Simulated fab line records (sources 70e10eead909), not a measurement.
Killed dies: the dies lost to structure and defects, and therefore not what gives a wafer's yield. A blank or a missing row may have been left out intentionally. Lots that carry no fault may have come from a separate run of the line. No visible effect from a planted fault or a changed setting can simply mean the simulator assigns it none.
Matching of chambers + flow nand harc + pecvd-01 running NHARC_A_CONTACT_DEP_29: 3 sister chambers
The step deposits SiON, target thk 100 nm. 6 wafers are shown with their chamber, then 8 later ones without.

== WAFERS WITH THEIR CHAMBER ==
| wafer  | chamber | heater power w (W) | chamber pressure Torr (Torr) |
|--------|---------|--------------------|------------------------------|
| L077.4 | 1       | 787                | 3.505                        |
| L077.6 | 2       | 793                | 3.509                        |
| L087.1 | 0       | 633                | 3.485                        |
| L087.5 | 2       | 829                | 3.502                        |
| L087.6 | 1       | 790                | 3.505                        |
| L089.2 | 0       | 573                | 3.504                        |

== WAFERS WHOSE CHAMBER IS MISSING ==
| wafer  | heater power w (W) | chamber pressure Torr (Torr) |
|--------|--------------------|------------------------------|
| L089.3 | 757                | 3.508                        |
| L089.5 | 762                | 3.498                        |
| L093.2 | 695                | 3.519                        |
| L093.4 | 797                | 3.498                        |
| L093.5 | 693                | 3.512                        |
| L096.1 | 795                | 3.508                        |
| L096.2 | 772                | 3.488                        |
| L096.5 | 654                | 3.506                        |

== THE CHAMBER EACH PASSED THROUGH ==
| wafer  | from the rows above          | in truth |
|--------|------------------------------|----------|
| L089.3 | can't be placed: 1 or 2      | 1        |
| L089.5 | can't be placed: 1 or 2      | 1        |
| L093.2 | can't be placed: 1 or 2 or 0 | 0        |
| L093.4 | can't be placed: 1 or 2      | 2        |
| L093.5 | can't be placed: 1 or 0 or 2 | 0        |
| L096.1 | can't be placed: 1 or 2      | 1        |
| L096.2 | can't be placed: 1 or 2      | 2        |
| L096.5 | 0                            | 0        |
1 of 8 placed correctly. Unplaceable from these rows: 7, with the true chamber sitting among the candidates in 7. Placed wrongly: 0.
How it was worked out, from the rows above alone: a wafer's distance from a chamber is the root of the sum, over the readings, of the square of ((its reading less the chamber's mean) divided by the reading's scatter). If the next closest chamber is less than 2 further off than the closest, the wafer can't be placed; otherwise it belongs to the closest. A chamber's mean is the mean of its shown wafers. The scatter: take each reading less its chamber's mean, square it, sum over the shown wafers, divide by the number of wafers less the number of chambers, and take the root.
